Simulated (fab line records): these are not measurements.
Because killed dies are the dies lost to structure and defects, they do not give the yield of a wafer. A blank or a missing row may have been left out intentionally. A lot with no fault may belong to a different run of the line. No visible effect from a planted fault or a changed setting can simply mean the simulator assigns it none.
Which of the tools did it? / flow nand-harc / 24 lots with 72 wafers sampled at 4 steps, on a route of 1302 steps

== WHAT THE GAUGES READ, wafer by wafer ==
NHARC_A_M0_OVL_MEAS_10: pitch 160 nm.
lot=L074; measured=day 22 02:20; on=overlay-02; overlay-x-nm (nm)=-1.4 -1.2 -1.4; overlay-y-nm (nm)=-0.5 -0.8 -0.7
lot=L076; measured=day 23 14:08; on=overlay-01; overlay-x-nm (nm)=0.6 -0.2 0.1; overlay-y-nm (nm)=0.1 1.1 0.3
lot=L075; measured=day 23 16:04; on=overlay-02; overlay-x-nm (nm)=-0.7 -0.3 -0.7; overlay-y-nm (nm)=0.1 -0.1 -0.2
lot=L077; measured=day 23 20:31; on=overlay-02; overlay-x-nm (nm)=0.5 0.4 0.8; overlay-y-nm (nm)=1.0 0.5 0.5
lot=L078; measured=day 24 03:35; on=overlay-02; overlay-x-nm (nm)=-0.1 -0.4 -0.4; overlay-y-nm (nm)=-0.2 -0.9 -0.4
lot=L079; measured=day 24 19:58; on=overlay-02; overlay-x-nm (nm)=-1.5 -2.4 -1.9; overlay-y-nm (nm)=-1.2 -0.8 -1.0
lot=L080; measured=day 25 17:50; on=overlay-01; overlay-x-nm (nm)=-0.6 -0.8 -0.8; overlay-y-nm (nm)=-1.1 -1.2 -1.3
lot=L081; measured=day 26 09:01; on=overlay-01; overlay-x-nm (nm)=-0.6 0.2 0.0; overlay-y-nm (nm)=0.6 0.8 0.9
lot=L082; measured=day 26 11:00; on=overlay-01; overlay-x-nm (nm)=-0.5 0.0 -0.5; overlay-y-nm (nm)=0.2 0.2 0.2
lot=L085; measured=day 27 12:08; on=overlay-02; overlay-x-nm (nm)=0.1 -0.3 0.1; overlay-y-nm (nm)=0.1 -0.2 0.1
lot=L084; measured=day 27 17:41; on=overlay-01; overlay-x-nm (nm)=0.3 -0.3 0.5; overlay-y-nm (nm)=-0.2 0.0 -0.1
lot=L083; measured=day 27 22:08; on=overlay-02; overlay-x-nm (nm)=0.8 0.3 0.3; overlay-y-nm (nm)=1.2 0.6 0.5
lot=L087; measured=day 28 00:41; on=overlay-02; overlay-x-nm (nm)=0.2 -0.4 -0.3; overlay-y-nm (nm)=-0.6 -0.7 -1.0
lot=L086; measured=day 28 06:50; on=overlay-01; overlay-x-nm (nm)=-2.0 -1.4 -1.3; overlay-y-nm (nm)=0.3 0.1 1.1
lot=L088; measured=day 28 12:58; on=overlay-01; overlay-x-nm (nm)=0.3 0.1 -0.1; overlay-y-nm (nm)=0.5 0.6 0.2
lot=L090; measured=day 28 14:01; on=overlay-02; overlay-x-nm (nm)=0.8 0.6 0.0; overlay-y-nm (nm)=0.2 0.6 0.7
lot=L089; measured=day 28 20:40; on=overlay-02; overlay-x-nm (nm)=0.7 1.3 1.4; overlay-y-nm (nm)=-0.3 0.0 -0.5
lot=L091; measured=day 29 21:58; on=overlay-02; overlay-x-nm (nm)=-0.8 -1.1 -0.5; overlay-y-nm (nm)=1.6 1.3 1.1
lot=L092; measured=day 30 06:38; on=overlay-01; overlay-x-nm (nm)=0.1 -0.1 0.0; overlay-y-nm (nm)=-1.2 -0.2 -0.1
lot=L093; measured=day 30 21:22; on=overlay-01; overlay-x-nm (nm)=0.8 0.5 -0.2; overlay-y-nm (nm)=-0.9 -0.8 -0.1
lot=L094; measured=day 30 23:17; on=overlay-02; overlay-x-nm (nm)=0.6 0.7 0.4; overlay-y-nm (nm)=-1.2 -0.6 -1.0
lot=L096; measured=day 31 05:56; on=overlay-01; overlay-x-nm (nm)=-0.3 -0.2 0.0; overlay-y-nm (nm)=-0.4 -0.6 -0.7
lot=L095; measured=day 31 09:53; on=overlay-01; overlay-x-nm (nm)=1.1 0.7 0.9; overlay-y-nm (nm)=-0.1 0.0 -0.5
lot=L097; measured=day 33 02:44; on=overlay-01; overlay-x-nm (nm)=-0.1 0.0 0.4; overlay-y-nm (nm)=0.2 -0.1 -0.5

NHARC_A_M1_CD_MEAS_16.
lot=L074; measured=day 22 06:40; on=cd-sem-01; cd-nm (nm)=119.8 120.0 118.1
lot=L076; measured=day 23 18:28; on=cd-sem-02; cd-nm (nm)=120.5 119.3 118.9
lot=L075; measured=day 23 20:26; on=cd-sem-02; cd-nm (nm)=119.1 120.2 119.6
lot=L077; measured=day 24 01:44; on=cd-sem-03; cd-nm (nm)=118.8 120.0 120.3
lot=L078; measured=day 24 07:59; on=cd-sem-03; cd-nm (nm)=119.9 119.2 120.0
lot=L079; measured=day 25 00:28; on=cd-sem-02; cd-nm (nm)=120.3 119.2 120.9
lot=L080; measured=day 25 22:52; on=cd-sem-03; cd-nm (nm)=121.0 120.5 120.7
lot=L081; measured=day 26 13:20; on=cd-sem-02; cd-nm (nm)=119.8 120.8 118.3
lot=L082; measured=day 26 15:28; on=cd-sem-03; cd-nm (nm)=120.3 119.0 120.2
lot=L085; measured=day 27 16:36; on=cd-sem-03; cd-nm (nm)=120.1 121.2 120.8
lot=L084; measured=day 27 22:18; on=cd-sem-01; cd-nm (nm)=119.3 119.4 120.0
lot=L083; measured=day 28 02:40; on=cd-sem-03; cd-nm (nm)=120.2 120.3 121.0
lot=L087; measured=day 28 05:11; on=cd-sem-03; cd-nm (nm)=119.4 119.3 119.9
lot=L086; measured=day 28 11:18; on=cd-sem-01; cd-nm (nm)=121.1 119.7 120.4
lot=L088; measured=day 28 17:21; on=cd-sem-01; cd-nm (nm)=120.4 120.4 120.5
lot=L090; measured=day 28 18:32; on=cd-sem-02; cd-nm (nm)=120.1 120.5 119.9
lot=L089; measured=day 29 01:07; on=cd-sem-03; cd-nm (nm)=119.7 119.0 121.0
lot=L091; measured=day 30 02:18; on=cd-sem-03; cd-nm (nm)=120.0 121.5 119.4
lot=L092; measured=day 30 11:07; on=cd-sem-02; cd-nm (nm)=118.0 119.9 119.2
lot=L093; measured=day 31 01:42; on=cd-sem-02; cd-nm (nm)=120.8 121.2 121.0
lot=L094; measured=day 31 03:41; on=cd-sem-01; cd-nm (nm)=121.1 119.7 121.8
lot=L096; measured=day 31 10:25; on=cd-sem-03; cd-nm (nm)=120.3 119.3 120.4
lot=L095; measured=day 31 14:21; on=cd-sem-02; cd-nm (nm)=119.4 120.0 119.9
lot=L097; measured=day 33 07:16; on=cd-sem-02; cd-nm (nm)=120.0 118.9 119.7

== EACH LOT AND THE TOOL THAT RAN IT (in order: tool; ch and the chambers of the sampled wafers; start) ==
lot=L074; NHARC_A_M0_ETCH_34=rie-diel-10 ch 0,1,3, day 22 02:31; NHARC_A_M0_CMP_23=cmp-02 ch 0,1, day 22 04:26
lot=L076; NHARC_A_M0_ETCH_34=rie-diel-01 ch 0,1,3, day 23 14:20; NHARC_A_M0_CMP_23=cmp-04 ch 0,1,2, day 23 16:16
lot=L075; NHARC_A_M0_ETCH_34=rie-diel-10 ch 2,3, day 23 16:14; NHARC_A_M0_CMP_23=cmp-04 ch 1,2, day 23 18:14
lot=L077; NHARC_A_M0_ETCH_34=rie-diel-01 ch 0,1,2, day 23 20:43; NHARC_A_M0_CMP_23=cmp-01 ch 0,1,3, day 23 22:44
lot=L078; NHARC_A_M0_ETCH_34=rie-diel-10 ch 0,2,3, day 24 03:47; NHARC_A_M0_CMP_23=cmp-04 ch 0,1,3, day 24 05:45
lot=L079; NHARC_A_M0_ETCH_34=rie-diel-01 ch 0,3, day 24 20:09; NHARC_A_M0_CMP_23=cmp-02 ch 2,3, day 24 22:07
lot=L080; NHARC_A_M0_ETCH_34=rie-diel-10 ch 0,1,2, day 25 18:01; NHARC_A_M0_CMP_23=cmp-01 ch 0,1, day 25 19:56
lot=L081; NHARC_A_M0_ETCH_34=rie-diel-03 ch 2,3, day 26 09:11; NHARC_A_M0_CMP_23=cmp-04 ch 2,3, day 26 11:07
lot=L082; NHARC_A_M0_ETCH_34=rie-diel-03 ch 0,1, day 26 11:11; NHARC_A_M0_CMP_23=cmp-02 ch 0,1, day 26 13:07
lot=L085; NHARC_A_M0_ETCH_34=rie-diel-01 ch 0,2,3, day 27 12:19; NHARC_A_M0_CMP_23=cmp-02 ch 0,1,2, day 27 14:14
lot=L084; NHARC_A_M0_ETCH_34=rie-diel-10 ch 0,1,2, day 27 18:01; NHARC_A_M0_CMP_23=cmp-02 ch 0,1,3, day 27 19:56
lot=L083; NHARC_A_M0_ETCH_34=rie-diel-03 ch 1,2,3, day 27 22:19; NHARC_A_M0_CMP_23=cmp-04 ch 0,2,3, day 28 00:21
lot=L087; NHARC_A_M0_ETCH_34=rie-diel-01 ch 2,3, day 28 00:55; NHARC_A_M0_CMP_23=cmp-04 ch 0,2,3, day 28 02:57
lot=L086; NHARC_A_M0_ETCH_34=rie-diel-01 ch 0,2,3, day 28 07:01; NHARC_A_M0_CMP_23=cmp-01 ch 0,2, day 28 08:56
lot=L088; NHARC_A_M0_ETCH_34=rie-diel-01 ch 0,1,3, day 28 13:10; NHARC_A_M0_CMP_23=cmp-01 ch 2,3, day 28 15:05
lot=L090; NHARC_A_M0_ETCH_34=rie-diel-03 ch 1,2, day 28 14:11; NHARC_A_M0_CMP_23=cmp-02 ch 1,2, day 28 16:10
lot=L089; NHARC_A_M0_ETCH_34=rie-diel-01 ch 1,3, day 28 20:52; NHARC_A_M0_CMP_23=cmp-01 ch 1,2, day 28 22:46
lot=L091; NHARC_A_M0_ETCH_34=rie-diel-10 ch 2,3, day 29 22:10; NHARC_A_M0_CMP_23=cmp-01 ch 1,2, day 30 00:04
lot=L092; NHARC_A_M0_ETCH_34=rie-diel-01 ch 0,2,3, day 30 06:49; NHARC_A_M0_CMP_23=cmp-04 ch 1,2,3, day 30 08:44
lot=L093; NHARC_A_M0_ETCH_34=rie-diel-10 ch 1,2,3, day 30 21:33; NHARC_A_M0_CMP_23=cmp-01 ch 0,1,3, day 30 23:28
lot=L094; NHARC_A_M0_ETCH_34=rie-diel-03 ch 1,2, day 30 23:28; NHARC_A_M0_CMP_23=cmp-02 ch 0,3, day 31 01:29
lot=L096; NHARC_A_M0_ETCH_34=rie-diel-01 ch 0,1, day 31 06:07; NHARC_A_M0_CMP_23=cmp-02 ch 0,1,2, day 31 08:04
lot=L095; NHARC_A_M0_ETCH_34=rie-diel-10 ch 1,2,3, day 31 10:04; NHARC_A_M0_CMP_23=cmp-01 ch 0,2,3, day 31 12:01
lot=L097; NHARC_A_M0_ETCH_34=rie-diel-10 ch 1,2,3, day 33 02:55; NHARC_A_M0_CMP_23=cmp-02 ch 0,1,2, day 33 05:03
- NHARC_A_M0_ETCH_34: etches the open film in N2/H2, target depth 40 nm, overetch 12 nm, time 43.94 s.
- NHARC_A_M0_CMP_23: polishes, t overpolish 20 s, target thk 113.75 nm.

== WHAT THE TOOLS THEMSELVES READ (means of the sampled wafers that have a number; where no wafer has one, the mark that the record gives instead) ==
NHARC_A_M0_ETCH_34.
lot=L074; tool=rie-diel-10; drypump-motor-current-A (A)=5.9; oes-product-au (a.u.)=0.993; rf-vpp-V (V)=432.1; showerhead-plenum-p-Torr (Torr)=2.08; throttle-valve-pct (%)=14.174
lot=L076; tool=rie-diel-01; drypump-motor-current-A (A)=5.3; oes-product-au (a.u.)=1.009; rf-vpp-V (V)=430.6; showerhead-plenum-p-Torr (Torr)=2.07; throttle-valve-pct (%)=14.173
lot=L075; tool=rie-diel-10; drypump-motor-current-A (A)=6.4; oes-product-au (a.u.)=1.003; rf-vpp-V (V)=431.9; showerhead-plenum-p-Torr (Torr)=2.08; throttle-valve-pct (%)=14.170
lot=L077; tool=rie-diel-01; drypump-motor-current-A (A)=5.6; oes-product-au (a.u.)=1.013; rf-vpp-V (V)=429.5; showerhead-plenum-p-Torr (Torr)=2.01; throttle-valve-pct (%)=14.171
lot=L078; tool=rie-diel-10; drypump-motor-current-A (A)=6.0; oes-product-au (a.u.)=0.998; rf-vpp-V (V)=431.3; showerhead-plenum-p-Torr (Torr)=2.08; throttle-valve-pct (%)=14.159
lot=L079; tool=rie-diel-01; drypump-motor-current-A (A)=5.1; oes-product-au (a.u.)=1.006; rf-vpp-V (V)=432.2; showerhead-plenum-p-Torr (Torr)=2.12; throttle-valve-pct (%)=14.171
lot=L080; tool=rie-diel-10; drypump-motor-current-A (A)=5.6; oes-product-au (a.u.)=0.996; rf-vpp-V (V)=432.3; showerhead-plenum-p-Torr (Torr)=2.12; throttle-valve-pct (%)=14.163
lot=L081; tool=rie-diel-03; drypump-motor-current-A (A)=5.6; oes-product-au (a.u.)=0.998; rf-vpp-V (V)=430.1; showerhead-plenum-p-Torr (Torr)=2.00; throttle-valve-pct (%)=14.180
lot=L082; tool=rie-diel-03; drypump-motor-current-A (A)=5.5; oes-product-au (a.u.)=1.008; rf-vpp-V (V)=429.6; showerhead-plenum-p-Torr (Torr)=2.01; throttle-valve-pct (%)=14.171
lot=L085; tool=rie-diel-01; drypump-motor-current-A (A)=5.5; oes-product-au (a.u.)=1.007; rf-vpp-V (V)=431.6; showerhead-plenum-p-Torr (Torr)=2.09; throttle-valve-pct (%)=14.170
lot=L084; tool=rie-diel-10; drypump-motor-current-A (A)=5.6; oes-product-au (a.u.)=0.982; rf-vpp-V (V)=432.5; showerhead-plenum-p-Torr (Torr)=2.12; throttle-valve-pct (%)=14.174
lot=L083; tool=rie-diel-03; drypump-motor-current-A (A)=5.6; oes-product-au (a.u.)=0.995; rf-vpp-V (V)=427.7; showerhead-plenum-p-Torr (Torr)=1.97; throttle-valve-pct (%)=14.170
lot=L087; tool=rie-diel-01; drypump-motor-current-A (A)=5.7; oes-product-au (a.u.)=1.001; rf-vpp-V (V)=433.7; showerhead-plenum-p-Torr (Torr)=2.13; throttle-valve-pct (%)=14.172
lot=L086; tool=rie-diel-01; drypump-motor-current-A (A)=5.5; oes-product-au (a.u.)=1.010; rf-vpp-V (V)=432.0; showerhead-plenum-p-Torr (Torr)=2.09; throttle-valve-pct (%)=14.168
lot=L088; tool=rie-diel-01; drypump-motor-current-A (A)=5.3; oes-product-au (a.u.)=0.998; rf-vpp-V (V)=431.6; showerhead-plenum-p-Torr (Torr)=2.07; throttle-valve-pct (%)=14.168
lot=L090; tool=rie-diel-03; drypump-motor-current-A (A)=5.6; oes-product-au (a.u.)=1.004; rf-vpp-V (V)=426.9; showerhead-plenum-p-Torr (Torr)=1.92; throttle-valve-pct (%)=14.173
lot=L089; tool=rie-diel-01; drypump-motor-current-A (A)=5.5; oes-product-au (a.u.)=1.000; rf-vpp-V (V)=431.5; showerhead-plenum-p-Torr (Torr)=2.11; throttle-valve-pct (%)=14.179
lot=L091; tool=rie-diel-10; drypump-motor-current-A (A)=6.1; oes-product-au (a.u.)=1.000; rf-vpp-V (V)=432.5; showerhead-plenum-p-Torr (Torr)=2.12; throttle-valve-pct (%)=14.172
lot=L092; tool=rie-diel-01; drypump-motor-current-A (A)=5.5; oes-product-au (a.u.)=1.009; rf-vpp-V (V)=431.7; showerhead-plenum-p-Torr (Torr)=2.09; throttle-valve-pct (%)=14.171
lot=L093; tool=rie-diel-10; drypump-motor-current-A (A)=5.9; oes-product-au (a.u.)=1.000; rf-vpp-V (V)=432.8; showerhead-plenum-p-Torr (Torr)=2.12; throttle-valve-pct (%)=14.172
lot=L094; tool=rie-diel-03; drypump-motor-current-A (A)=5.5; oes-product-au (a.u.)=0.998; rf-vpp-V (V)=427.3; showerhead-plenum-p-Torr (Torr)=1.93; throttle-valve-pct (%)=14.167
lot=L096; tool=rie-diel-01; drypump-motor-current-A (A)=5.1; oes-product-au (a.u.)=1.004; rf-vpp-V (V)=430.5; showerhead-plenum-p-Torr (Torr)=2.03; throttle-valve-pct (%)=14.168
lot=L095; tool=rie-diel-10; drypump-motor-current-A (A)=6.0; oes-product-au (a.u.)=0.998; rf-vpp-V (V)=432.7; showerhead-plenum-p-Torr (Torr)=2.12; throttle-valve-pct (%)=14.172
lot=L097; tool=rie-diel-10; drypump-motor-current-A (A)=6.0; oes-product-au (a.u.)=0.997; rf-vpp-V (V)=432.6; showerhead-plenum-p-Torr (Torr)=2.12; throttle-valve-pct (%)=14.171

NHARC_A_M0_CMP_23.
lot=L074; tool=cmp-02; motor-current-A (A)=13.7; slurry-flow-ml-min=150.4; time-to-endpoint-s (s)=25.9
lot=L076; tool=cmp-04; motor-current-A (A)=11.3; slurry-flow-ml-min=150.0; time-to-endpoint-s (s)=28.9
lot=L075; tool=cmp-04; motor-current-A (A)=11.4; slurry-flow-ml-min=150.5; time-to-endpoint-s (s)=28.9
lot=L077; tool=cmp-01; motor-current-A (A)=12.4; slurry-flow-ml-min=149.9; time-to-endpoint-s (s)=31.8
lot=L078; tool=cmp-04; motor-current-A (A)=11.2; slurry-flow-ml-min=149.8; time-to-endpoint-s (s)=29.8
lot=L079; tool=cmp-02; motor-current-A (A)=11.9; slurry-flow-ml-min=149.8; time-to-endpoint-s (s)=30.2
lot=L080; tool=cmp-01; motor-current-A (A)=11.9; slurry-flow-ml-min=149.8; time-to-endpoint-s (s)=31.1
lot=L081; tool=cmp-04; motor-current-A (A)=11.4; slurry-flow-ml-min=150.0; time-to-endpoint-s (s)=28.5
lot=L082; tool=cmp-02; motor-current-A (A)=13.3; slurry-flow-ml-min=150.5; time-to-endpoint-s (s)=26.7
lot=L085; tool=cmp-02; motor-current-A (A)=12.5; slurry-flow-ml-min=150.1; time-to-endpoint-s (s)=28.5
lot=L084; tool=cmp-02; motor-current-A (A)=12.5; slurry-flow-ml-min=150.3; time-to-endpoint-s (s)=28.2
lot=L083; tool=cmp-04; motor-current-A (A)=11.3; slurry-flow-ml-min=149.7; time-to-endpoint-s (s)=28.6
lot=L087; tool=cmp-04; motor-current-A (A)=11.1; slurry-flow-ml-min=150.4; time-to-endpoint-s (s)=30.2
lot=L086; tool=cmp-01; motor-current-A (A)=12.2; slurry-flow-ml-min=150.4; time-to-endpoint-s (s)=29.8
lot=L088; tool=cmp-01; motor-current-A (A)=12.2; slurry-flow-ml-min=150.0; time-to-endpoint-s (s)=28.1
lot=L090; tool=cmp-02; motor-current-A (A)=12.9; slurry-flow-ml-min=149.9; time-to-endpoint-s (s)=26.1
lot=L089; tool=cmp-01; motor-current-A (A)=11.9; slurry-flow-ml-min=149.8; time-to-endpoint-s (s)=25.8
lot=L091; tool=cmp-01; motor-current-A (A)=12.0; slurry-flow-ml-min=149.9; time-to-endpoint-s (s)=30.0
lot=L092; tool=cmp-04; motor-current-A (A)=11.4; slurry-flow-ml-min=150.4; time-to-endpoint-s (s)=29.3
lot=L093; tool=cmp-01; motor-current-A (A)=12.6; slurry-flow-ml-min=149.8; time-to-endpoint-s (s)=30.0
lot=L094; tool=cmp-02; motor-current-A (A)=12.6; slurry-flow-ml-min=150.4; time-to-endpoint-s (s)=29.4
lot=L096; tool=cmp-02; motor-current-A (A)=12.9; slurry-flow-ml-min=149.5; time-to-endpoint-s (s)=30.0
lot=L095; tool=cmp-01; motor-current-A (A)=12.5; slurry-flow-ml-min=150.0; time-to-endpoint-s (s)=31.9
lot=L097; tool=cmp-02; motor-current-A (A)=12.8; slurry-flow-ml-min=149.9; time-to-endpoint-s (s)=31.5

== THE ANSWER, worked out from the rows above alone ==
Rule: the lots themselves supply what counts as usual. The widest of any qualifying gaps counts: lots, ordered by their means at a reading, are off when they make up no more than a third of the lots, leave a main group of 4 or more, and stand apart from it by 3 or more times the standard deviation of that group's means. The tables above print the reading to a certain number of digits; a main group whose means all agree to those digits is not used. Also off: a lot with no number at a reading for which 4 or more lots have one. All remaining lots with rows at the step are treated as sound. The gauges are gone through in route order, then the tools' own readings, and for those a lot's mean is taken as printed above. At the first step where some lot is off, the reading lying furthest off is the one used; lots without a number count as furthest.
Nothing can be told from this: no lot is off at any reading shown.

== WHAT HAD BEEN PUT IN BY THE SIMULATOR ==
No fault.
